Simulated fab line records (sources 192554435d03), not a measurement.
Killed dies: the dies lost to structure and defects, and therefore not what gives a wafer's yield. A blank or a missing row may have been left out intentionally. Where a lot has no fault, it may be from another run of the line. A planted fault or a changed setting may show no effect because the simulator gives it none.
fab line records    flow n5-finfet
record lots=24  wafers=72  last-day=17
route steps=1938 shown WELL_APT@55 PMOS_HMC_CHANNEL_EPI@66 FIN_SAQP@94
lots that met no fault: taken from a fault-free run of the same line
start-h: the number of hours between the record's first day and the start of the first shown wafer of the lot    wait-h: hours elapsed since this lot's preceding step    " unchanged from the row above    L1.1+2: a single row standing in for several wafers    - no value, or no start was given    * or withheld: withheld    < > ~ a bound
route shown NAME@n: NAME is a module with steps in the file, n the number in the route of the first one    usual: mean/standard deviation of fault-free wafers    same: alike in all rows    chamber/n: place in a boat    sites: readings site by site    _std_site: how widely they spread, as a standard deviation    _edge_site: outer sites' mean less inner sites'    radius-mm: how far each site lies from the wafer's centre    mask NAME#n: copy n    behind: the tool/chamber that last shaped the wafer    hold: cause of the lot's hold/its duration in hours/its outcome    device: the transistor (n, p or np) that didn't switch    end of line: the tests these same wafers got at the end of their route    a step given without rows: its recipe and nothing more    killed: dies lost to structure and defects at the first sort, not the wafer's yield    map: shows each die of a wafer: x if killed, . if not, _ if none is there
set.NAME: the run value of the setting; set.NAME@STEP: its run value at that earlier step    model.NAME: the simulator's own value behind a step, which no gauge read
a sample of lots followed through the steps of the route, with each step as a table and each wafer as a row
services: from which hour (start-h, from the record's first day; less than 0 if before it) a tool's chamber was out of use, for how many hours, and why
## steps
# step N5_WELL_APT_EPI_41
# recipe material=Si  target-thk-a=500  temp-c=650  precursor=SiH4/H2  pressure-torr=20  time-s=297.7
# usual throttle-valve-pct=11.1/0.46
lot.wafer  tool          chamber  start-h  wait-h  throttle-valve-pct
L074.2     epi-rpcvd-02  0        16.80    0.1     10.6
L074.4     "             0        "        "       10.7
L074.5     "             0        "        "       10.6
L075.1     epi-rpcvd-02  0        22.61    0.0     11.0
L075.2     "             0        "        "       11.0
L075.5     "             0        "        "       10.7
L076.3     epi-rpcvd-03  0        28.26    0.2     11.1
L076.5     "             0        "        "       11.3
L076.6     "             0        "        "       11.2
L077.2     epi-rpcvd-02  0        34.06    0.2     10.7
L077.3     "             0        "        "       10.7
L077.4     "             0        "        "       10.7
L078.2     epi-rpcvd-03  0        40.20    0.1     11.4
L078.3     "             0        "        "       11.2
L078.4     "             0        "        "       11.1
L079.2     epi-rpcvd-02  0        46.96    0.2     10.8
L079.3     "             0        "        "       10.8
L079.6     "             0        "        "       10.7
L080.3     epi-rpcvd-04  0        52.47    0.2     11.9
L080.4     "             0        "        "       12.0
L080.6     "             0        "        "       12.1
L081.3     epi-rpcvd-03  0        58.13    0.2     11.3
L081.4     "             0        "        "       11.4
L081.6     "             0        "        "       11.3
L082.1     epi-rpcvd-02  0        64.34    0.0     10.7
L082.2     "             0        "        "       10.7
L082.3     "             0        "        "       10.5
L083.2     epi-rpcvd-02  0        70.41    0.1     10.8
L083.5     "             0        "        "       10.8
L083.6     "             0        "        "       10.9
L084.2     epi-rpcvd-02  0        76.35    0.1     11.0
L084.3     "             0        "        "       10.8
L084.4     "             0        "        "       10.9
L085.1     epi-rpcvd-02  0        82.04    0.0     10.7
L085.4     "             0        "        "       10.8
L085.5     "             0        "        "       10.7
L086.1     epi-rpcvd-03  0        88.33    0.0     11.3
L086.2     "             0        "        "       11.4
L086.6     "             0        "        "       11.2
L087.1     epi-rpcvd-02  0        94.48    0.0     10.8
L087.2     "             0        "        "       10.7
L087.4     "             0        "        "       10.7
L088.2     epi-rpcvd-03  0        100.60   0.1     11.1
L088.5     "             0        "        "       11.6
L088.6     "             0        "        "       11.0
L089.1     epi-rpcvd-02  0        106.38   0.0     10.6
L089.4     "             0        "        "       10.9
L089.6     "             0        "        "       10.9
L090.1     epi-rpcvd-03  0        112.64   0.0     11.0
L090.3     "             0        "        "       11.1
L090.5     "             0        "        "       11.2
L091.2     epi-rpcvd-04  0        118.50   0.1     12.2
L091.4     "             0        "        "       11.9
L091.6     "             0        "        "       11.9
L092.2     epi-rpcvd-02  0        124.51   0.1     10.7
L092.4     "             0        "        "       10.8
L092.6     "             0        "        "       10.7
L093.2     epi-rpcvd-04  0        130.24   0.1     12.1
L093.3     "             0        "        "       11.9
L093.5     "             0        "        "       12.2
L094.1     epi-rpcvd-03  0        136.75   0.0     11.1
L094.5     "             0        "        "       11.4
L094.6     "             0        "        "       11.3
L095.1     epi-rpcvd-02  0        142.75   0.0     10.7
L095.2     "             0        "        "       11.0
L095.5     "             0        "        "       10.7
L096.2     epi-rpcvd-04  0        148.30   0.2     12.0
L096.4     "             0        "        "       12.0
L096.6     "             0        "        "       12.0
L097.3     epi-rpcvd-02  0        154.44   0.3     10.9
L097.5     "             0        "        "       10.9
L097.6     "             0        "        "       10.9
# step N5_PMOS_HMC_CHANNEL_EPI_OVL_MEAS_10
# recipe points-per-wafer=44
# usual PMOS_HMC_BLK_OVL=0.1/0.83
lot.wafer  tool        chamber  start-h  wait-h  PMOS_HMC_BLK_OVL[nm]
L074.2     overlay-02  0        17.81    0.0     0.1
L074.4     "           0        "        "       0.0
L074.5     "           0        "        "       -0.5
L075.1     overlay-02  0        23.60    0.0     0.2
L075.2     "           0        "        "       -1.6
L075.5     "           0        "        "       -0.7
L076.3     overlay-01  0        29.05    0.0     1.0
L076.5     "           0        "        "       1.4
L076.6     "           0        "        "       0.8
L077.2     overlay-02  0        35.13    0.0     0.9
L077.3     "           0        "        "       0.1
L077.4     "           0        "        "       0.7
L078.2     overlay-01  0        41.22    0.0     -0.6
L078.3     "           0        "        "       -1.3
L078.4     "           0        "        "       -1.0
L079.2     overlay-01  0        48.16    0.0     -0.4
L079.3     "           0        "        "       -0.6
L079.6     "           0        "        "       0.4
L080.3     overlay-02  0        53.26    0.0     -0.9
L080.4     "           0        "        "       -1.8
L080.6     "           0        "        "       -1.4
L081.3     overlay-01  0        59.06    0.0     -0.8
L081.4     "           0        "        "       0.9
L081.6     "           0        "        "       0.0
L082.1     overlay-01  0        65.53    0.0     0.7
L082.2     "           0        "        "       0.9
L082.3     "           0        "        "       0.5
L083.2     overlay-01  0        71.44    0.0     -0.6
L083.5     "           0        "        "       -0.5
L083.6     "           0        "        "       0.2
L084.2     overlay-01  0        77.36    0.0     1.2
L084.3     "           0        "        "       0.5
L084.4     "           0        "        "       1.0
L085.1     overlay-01  0        83.14    0.0     0.1
L085.4     "           0        "        "       -0.3
L085.5     "           0        "        "       0.3
L086.1     overlay-01  0        89.44    0.0     -0.8
L086.2     "           0        "        "       0.2
L086.6     "           0        "        "       0.3
L087.1     overlay-01  0        95.80    0.0     0.9
L087.2     "           0        "        "       0.2
L087.4     "           0        "        "       0.5
L088.2     overlay-02  0        101.49   0.0     0.1
L088.5     "           0        "        "       0.7
L088.6     "           0        "        "       -0.1
L089.1     overlay-01  0        107.49   0.0     -1.0
L089.4     "           0        "        "       0.7
L089.6     "           0        "        "       -0.7
L090.1     overlay-01  0        113.74   0.0     2.0
L090.3     "           0        "        "       0.8
L090.5     "           0        "        "       1.0
L091.2     overlay-01  0        119.50   0.0     1.0
L091.4     "           0        "        "       -0.1
L091.6     "           0        "        "       0.4
L092.2     overlay-01  0        125.52   0.0     0.7
L092.4     "           0        "        "       0.6
L092.6     "           0        "        "       1.1
L093.2     overlay-02  0        131.26   0.0     -0.2
L093.3     "           0        "        "       -2.1
L093.5     "           0        "        "       -0.7
L094.1     overlay-01  0        138.05   0.0     0.4
L094.5     "           0        "        "       -0.2
L094.6     "           0        "        "       -0.7
L095.1     overlay-02  0        144.07   0.0     1.3
L095.2     "           0        "        "       1.3
L095.5     "           0        "        "       1.1
L096.2     overlay-01  0        149.35   0.0     0.8
L096.4     "           0        "        "       0.7
L096.6     "           0        "        "       0.1
L097.3     overlay-01  0        155.48   0.0     -0.4
L097.5     "           0        "        "       -0.1
L097.6     "           0        "        "       0.1
# step N5_PMOS_HMC_CHANNEL_EPI_CMP_21
# recipe material=SiGe30  post-cmp-clean=alkaline-brush  target-thk-nm=54
# usual edge-zone-pressure-frac=1.000/0.0046  motor-current-A=12.2/1.3
lot.wafer  tool    chamber  start-h  wait-h  edge-zone-pressure-frac  motor-current-A
L074.4     cmp-02  0        20.34    0.0     1.004                    12.1
L074.2     "       1        "        "       0.992                    12.4
L074.5     "       1        "        "       1.001                    11.8
L075.1     cmp-02  2        25.87    0.0     1.001                    14.1
L075.2     "       1        "        "       0.997                    12.2
L075.5     "       2        "        "       1.003                    14.7
L076.3     cmp-02  0        32.50    0.1     1.000                    12.1
L076.6     "       1        "        "       0.998                    12.4
L076.5     "       2        "        "       0.996                    14.5
L077.2     cmp-04  3        37.15    0.0     0.995                    13.6
L077.4     "       1        "        "       0.999                    10.4
L077.3     "       2        "        "       1.007                    12.6
L078.3     cmp-04  3        43.65    0.0     1.006                    13.7
L078.4     "       0        "        "       0.998                    11.1
L078.2     "       1        "        "       0.996                    10.8
L079.3     cmp-02  0        50.97    0.1     1.002                    12.1
L079.2     "       2        "        "       1.005                    14.1
L079.6     "       3        "        "       1.007                    10.4
L080.3     cmp-02  1        55.31    0.1     0.999                    12.7
L080.4     "       3        "        "       0.997                    9.9
L080.6     "       0        "        "       1.007                    12.1
L081.3     cmp-01  3        61.51    0.1     0.995                    12.6
L081.4     "       0        "        "       0.992                    13.6
L081.6     "       2        "        "       1.009                    12.8
L082.2     cmp-02  2        67.71    0.0     1.001                    14.6
L082.1     "       3        "        "       0.997                    10.9
L082.3     "       1        "        "       0.994                    12.9
L083.2     cmp-01  0        73.51    0.1     1.000                    14.3
L083.6     "       3        "        "       1.005                    12.7
L083.5     "       0        "        "       1.003                    13.9
L084.2     cmp-02  3        79.53    0.2     0.996                    10.6
L084.3     "       0        "        "       1.009                    12.2
L084.4     "       2        "        "       1.002                    14.5
L085.4     cmp-02  0        85.20    0.1     0.993                    12.2
L085.1     "       2        "        "       1.000                    13.5
L085.5     "       3        "        "       0.998                    10.3
L086.1     cmp-01  2        91.73    0.0     1.003                    12.4
L086.2     "       1        "        "       1.000                    11.3
L086.6     "       2        "        "       0.999                    12.5
L087.4     cmp-02  0        98.48    0.0     1.003                    12.2
L087.2     "       2        "        "       0.993                    14.0
L087.1     "       3        "        "       0.991                    10.2
L088.2     cmp-04  1        103.91   0.0     0.999                    10.1
L088.5     "       1        "        "       1.003                    10.7
L088.6     "       2        "        "       0.997                    12.0
L089.4     cmp-02  3        109.72   0.0     1.006                    10.0
L089.1     "       1        "        "       1.005                    12.7
L089.6     "       3        "        "       1.000                    10.1
L090.3     cmp-02  3        116.28   0.0     1.007                    10.6
L090.1     "       0        "        "       1.005                    12.3
L090.5     "       3        "        "       0.998                    10.1
L091.4     cmp-02  0        121.86   0.3     1.005                    12.0
L091.2     "       2        "        "       1.006                    14.4
L091.6     "       0        "        "       0.992                    11.7
L092.4     cmp-04  2        127.86   0.1     0.999                    12.9
L092.2     "       0        "        "       1.001                    11.1
L092.6     "       2        "        "       0.995                    12.1
L093.3     cmp-04  3        133.86   0.1     0.989                    13.9
L093.2     "       1        "        "       1.000                    10.6
L093.5     "       3        "        "       0.998                    13.8
L094.1     cmp-04  2        140.24   0.1     1.001                    12.1
L094.5     "       1        "        "       0.995                    10.9
L094.6     "       2        "        "       0.996                    12.8
L095.2     cmp-01  2        146.13   0.0     1.003                    12.7
L095.1     "       1        "        "       1.003                    11.1
L095.5     "       2        "        "       1.007                    13.5
L096.2     cmp-01  2        151.67   0.1     1.002                    12.8
L096.4     "       3        "        "       1.000                    12.7
L096.6     "       1        "        "       0.997                    11.3
L097.3     cmp-02  2        157.86   0.1     1.003                    13.7
L097.6     "       3        "        "       1.007                    10.2
L097.5     "       0        "        "       1.001                    11.8
# step N5_FIN_SAQP_ALD_61
# recipe material=SiO2  target-thk-a=40  temp-c=300  ald-precursor-family=BDEAS  ald-co-reactant=O2-plasma  pulse-time-s=1  purge-time-s=2  co-reactant-purge-time-s=2  ald-cycles=43  pressure-torr=2
# usual heater-power-outer-w=271/25  heater-power-w=487/42  precursor-pulse-height-rel=1.001/0.02
lot.wafer  tool        chamber  start-h  wait-h  heater-power-outer-w  heater-power-w  precursor-pulse-height-rel
L074.2     ald-sin-02  1        21.24    0.0     257                   441             1.024
L074.4     "           2        "        "       279                   490             1.022
L074.5     "           2        "        "       277                   484             1.012
L075.1     ald-sin-02  0        26.77    0.0     286                   526             1.016
L075.2     "           3        "        "       267                   495             0.988
L075.5     "           1        "        "       258                   437             1.015
L076.3     ald-sin-02  1        33.28    0.0     255                   433             1.024
L076.5     "           1        "        "       255                   443             0.994
L076.6     "           0        "        "       285                   516             0.977
L077.2     ald-sin-02  1        38.06    0.0     256                   435             0.995
L077.3     "           2        "        "       267                   492             0.974
L077.4     "           0        "        "       283                   540             1.022
L078.2     ald-sin-03  2        45.56    1.0     253                   495             1.003
L078.3     "           0        "        "       279                   477             1.035
L078.4     "           3        "        "       243                   449             1.002
L079.2     ald-sin-03  0        52.07    0.2     284                   468             1.004
L079.3     "           3        "        "       242                   440             1.017
L079.6     "           1        "        "       227                   455             1.026
L080.3     ald-sin-04  2        56.21    0.1     286                   524             0.992
L080.4     "           3        "        "       321                   525             1.010
L080.6     "           0        "        "       310                   578             1.005
L081.3     ald-sin-02  0        62.47    0.0     290                   512             1.002
L081.4     "           3        "        "       264                   493             0.985
L081.6     "           0        "        "       287                   522             0.985
L082.1     ald-sin-04  2        68.71    0.0     298                   512             1.049
L082.2     "           3        "        "       314                   529             0.968
L082.3     "           0        "        "       315                   586             1.035
L083.2     ald-sin-03  2        74.38    0.0     258                   493             0.994
L083.5     "           0        "        "       289                   483             1.018
L083.6     "           1        "        "       233                   461             0.999
L084.2     ald-sin-02  1        80.42    0.0     257                   440             0.988
L084.3     "           3        "        "       266                   493             0.978
L084.4     "           0        "        "       285                   540             1.028
L085.1     ald-sin-04  3        86.37    0.3     319                   528             1.016
L085.4     "           2        "        "       291                   520             0.995
L085.5     "           2        "        "       291                   526             0.985
L086.1     ald-sin-04  0        92.65    0.1     315                   586             1.019
L086.2     "           1        "        "       244                   444             0.990
L086.6     "           1        "        "       245                   446             0.987
L087.1     ald-sin-04  3        100.79   1.3     319                   528             1.006
L087.2     "           0        "        "       317                   585             1.043
L087.4     "           2        "        "       289                   532             1.000
L088.2     ald-sin-04  2        104.80   0.0     292                   508             1.020
L088.5     "           2        "        "       295                   517             1.006
L088.6     "           1        "        "       239                   455             1.005
L089.1     ald-sin-02  3        110.61   0.0     250                   467             0.950
L089.4     "           1        "        "       259                   426             1.040
L089.6     "           1        "        "       257                   427             0.982
L090.1     ald-sin-02  0        117.28   0.0     262                   479             1.035
L090.3     "           3        "        "       251                   470             0.981
L090.5     "           3        "        "       247                   464             1.002
L091.2     ald-sin-02  2        122.86   0.0     282                   488             0.986
L091.4     "           3        "        "       243                   464             1.001
L091.6     "           0        "        "       267                   485             1.010
L092.2     ald-sin-03  3        128.87   0.0     243                   465             1.010
L092.4     "           2        "        "       273                   487             1.010
L092.6     "           1        "        "       238                   467             0.973
L093.2     ald-sin-02  0        134.77   0.0     262                   478             0.971
L093.3     "           2        "        "       283                   503             1.006
L093.5     "           2        "        "       287                   499             1.031
L094.1     ald-sin-02  0        141.24   0.0     263                   487             1.012
L094.5     "           1        "        "       262                   428             1.009
L094.6     "           2        "        "       281                   474             0.990
L095.1     ald-sin-04  3        147.03   0.0     314                   529             1.018
L095.2     "           1        "        "       249                   454             1.036
L095.5     "           2        "        "       290                   525             0.989
L096.2     ald-sin-03  0        152.49   0.0     280                   466             1.041
L096.4     "           3        "        "       244                   455             1.000
L096.6     "           3        "        "       247                   455             1.023
L097.3     ald-sin-03  0        158.74   0.0     284                   468             1.010
L097.5     "           2        "        "       263                   491             1.009
L097.6     "           1        "        "       230                   459             0.982
# step N5_FIN_SAQP_OVL_MEAS_17
# recipe points-per-wafer=44
# usual FIN_CORE_OVL=-0.9/0.88
lot.wafer  tool        chamber  start-h  wait-h  FIN_CORE_OVL[nm]
L074.2     overlay-01  0        22.35    0.0     1.0
L074.4     "           0        "        "       -1.0
L074.5     "           0        "        "       -0.9
L075.1     overlay-01  0        28.01    0.0     -0.3
L075.2     "           0        "        "       -1.4
L075.5     "           0        "        "       0.1
L076.3     overlay-01  0        34.54    0.0     -0.8
L076.5     "           0        "        "       -2.4
L076.6     "           0        "        "       -1.2
L077.2     overlay-02  0        39.20    0.0     -2.5
L077.3     "           0        "        "       -2.1
L077.4     "           0        "        "       -1.2
L078.2     overlay-01  0        46.70    0.0     -1.1
L078.3     "           0        "        "       -2.5
L078.4     "           0        "        "       -0.1
L079.2     overlay-02  0        53.43    0.0     -0.8
L079.3     "           0        "        "       -1.0
L079.6     "           0        "        "       -0.7
L080.3     overlay-02  0        57.37    0.0     -1.7
L080.4     "           0        "        "       -1.0
L080.6     "           0        "        "       -1.1
L081.3     overlay-02  0        63.83    0.0     0.2
L081.4     "           0        "        "       0.7
L081.6     "           0        "        "       1.4
L082.1     overlay-02  0        69.95    0.0     -1.5
L082.2     "           0        "        "       -1.0
L082.3     "           0        "        "       1.7
L083.2     overlay-01  0        75.63    0.0     -0.2
L083.5     "           0        "        "       -0.4
L083.6     "           0        "        "       -1.0
L084.2     overlay-01  0        81.66    0.0     -2.8
L084.3     "           0        "        "       -2.2
L084.4     "           0        "        "       -2.0
L085.1     overlay-01  0        87.70    0.0     -1.2
L085.4     "           0        "        "       -2.0
L085.5     "           0        "        "       -1.3
L086.1     overlay-01  0        93.76    0.0     -1.4
L086.2     "           0        "        "       -1.0
L086.6     "           0        "        "       -0.6
L087.1     overlay-02  0        102.10   0.0     -1.0
L087.2     "           0        "        "       -0.6
L087.4     "           0        "        "       -0.8
L088.2     overlay-01  0        106.04   0.0     0.3
L088.5     "           0        "        "       -0.5
L088.6     "           0        "        "       -0.4
L089.1     overlay-02  0        111.74   0.0     -0.5
L089.4     "           0        "        "       0.3
L089.6     "           0        "        "       -0.8
L090.1     overlay-01  0        118.58   0.0     -1.0
L090.3     "           0        "        "       -2.0
L090.5     "           0        "        "       -1.4
L091.2     overlay-02  0        124.13   0.0     -1.6
L091.4     "           0        "        "       -1.8
L091.6     "           0        "        "       -2.5
L092.2     overlay-01  0        129.98   0.0     -0.2
L092.4     "           0        "        "       0.0
L092.6     "           0        "        "       -1.2
L093.2     overlay-01  0        135.88   0.0     -1.6
L093.3     "           0        "        "       -0.6
L093.5     "           0        "        "       -1.3
L094.1     overlay-02  0        142.42   0.0     -1.1
L094.5     "           0        "        "       -1.4
L094.6     "           0        "        "       -1.8
L095.1     overlay-02  0        148.37   0.0     -1.3
L095.2     "           0        "        "       -0.2
L095.5     "           0        "        "       0.3
L096.2     overlay-02  0        153.90   0.0     -1.7
L096.4     "           0        "        "       -0.2
L096.6     "           0        "        "       -0.3
L097.3     overlay-01  0        159.98   0.0     -1.4
L097.5     "           0        "        "       -1.2
L097.6     "           0        "        "       -1.5
# step N5_FIN_SAQP_RECESS_75
# recipe chemistry=HF/NH3  target=SiO2  target-depth-a=144  afs-cycles=3  temp-c=30  sublimation-temp-c=180  sublimation-time-s=60
# usual drypump-motor-current-A=5.9/0.32
lot.wafer  tool           chamber  start-h  wait-h  drypump-motor-current-A
L074.2     vapor-etch-02  1        23.12    0.0     5.7
L074.4     "              1        "        "       5.7
L074.5     "              0        "        "       6.2
L075.1     vapor-etch-01  1        28.77    0.0     6.3
L075.2     "              0        "        "       5.4
L075.5     "              1        "        "       6.3
L076.3     vapor-etch-01  0        35.42    0.1     5.5
L076.5     "              1        "        "       6.3
L076.6     "              0        "        "       5.4
L077.2     vapor-etch-02  1        40.51    0.0     5.7
L077.3     "              0        "        "       6.2
L077.4     "              1        "        "       5.7
L078.2     vapor-etch-01  0        47.67    0.2     5.4
L078.3     "              1        "        "       6.3
L078.4     "              0        "        "       5.5
L079.2     vapor-etch-02  1        54.31    0.0     5.7
L079.3     "              0        "        "       6.2
L079.6     "              1        "        "       5.7
L080.3     vapor-etch-02  0        58.28    0.1     6.2
L080.4     "              1        "        "       5.7
L080.6     "              0        "        "       6.2
L081.3     vapor-etch-01  1        64.71    0.1     6.3
L081.4     "              0        "        "       5.4
L081.6     "              0        "        "       5.5
L082.1     vapor-etch-01  0        70.83    0.1     5.4
L082.2     "              1        "        "       6.3
L082.3     "              1        "        "       6.3
L083.2     vapor-etch-02  1        76.73    0.4     5.8
L083.5     "              0        "        "       6.2
L083.6     "              1        "        "       5.7
L084.2     vapor-etch-02  1        82.55    0.1     5.7
L084.3     "              1        "        "       5.7
L084.4     "              1        "        "       5.7
L085.1     vapor-etch-02  1        88.98    0.5     5.7
L085.4     "              1        "        "       5.7
L085.5     "              1        "        "       5.7
L086.1     vapor-etch-02  1        94.52    0.0     5.7
L086.2     "              1        "        "       5.7
L086.6     "              1        "        "       5.8
L087.1     vapor-etch-02  1        102.87   0.0     5.7
L087.2     "              1        "        "       5.7
L087.4     "              1        "        "       5.7
L088.2     vapor-etch-02  0        106.90   0.0     6.2
L088.5     "              0        "        "       6.2
L088.6     "              1        "        "       5.8
L089.1     vapor-etch-02  0        112.51   0.0     6.2
L089.4     "              0        "        "       6.2
L089.6     "              0        "        "       6.1
L090.1     vapor-etch-02  1        119.34   0.0     5.7
L090.3     "              1        "        "       5.7
L090.5     "              0        "        "       6.1
L091.2     vapor-etch-01  1        125.38   0.0     6.4
L091.4     "              0        "        "       5.5
L091.6     "              1        "        "       6.3
L092.2     vapor-etch-01  1        130.75   0.0     6.3
L092.4     "              0        "        "       5.4
L092.6     "              1        "        "       6.3
L093.2     vapor-etch-01  0        136.64   0.0     5.4
L093.3     "              0        "        "       5.4
L093.5     "              1        "        "       6.3
L094.1     vapor-etch-01  1        143.18   0.0     6.3
L094.5     "              1        "        "       6.3
L094.6     "              0        "        "       5.5
L095.1     vapor-etch-02  0        149.13   0.0     6.2
L095.2     "              1        "        "       5.7
L095.5     "              0        "        "       6.2
L096.2     vapor-etch-02  0        154.67   0.0     6.2
L096.4     "              0        "        "       6.2
L096.6     "              1        "        "       5.7
L097.3     vapor-etch-01  1        160.99   0.1     6.3
L097.5     "              1        "        "       6.3
L097.6     "              0        "        "       5.4
## services
tool           chamber  start-h  hours  kind
cmp-01         -        -6.60    2.0    repair
ald-sin-03     -        -6.25    14.0   pm
cmp-01         -        2.05     0.6    repair
cmp-02         -        3.25     4.0    pm
ald-sin-03     3        22.61    3.2    repair
cmp-01         -        26.34    0.4    repair
cmp-01         -        30.12    1.5    repair
ald-sin-02     2        43.84    3.8    repair
ald-sin-02     -        46.94    2.8    pm
ald-sin-03     1        47.32    3.2    repair
cmp-01         -        48.86    4.0    pm
ald-sin-04     -        51.51    0.8    pm
cmp-02         -        59.73    6.5    pm
cmp-04         -        74.21    7.2    pm
vapor-etch-02  0        79.72    26.0   repair
cmp-01         -        83.26    0.6    repair
ald-sin-02     -        87.31    14.0   pm
cmp-04         -        108.73   0.6    repair
cmp-02         -        118.29   2.6    repair
epi-rpcvd-03   -        124.61   6.0    pm
cmp-04         -        128.38   4.0    pm
epi-rpcvd-02   -        138.81   0.6    repair
ald-sin-03     -        141.99   6.1    pm
cmp-02         -        144.83   5.2    repair
## key
fault none
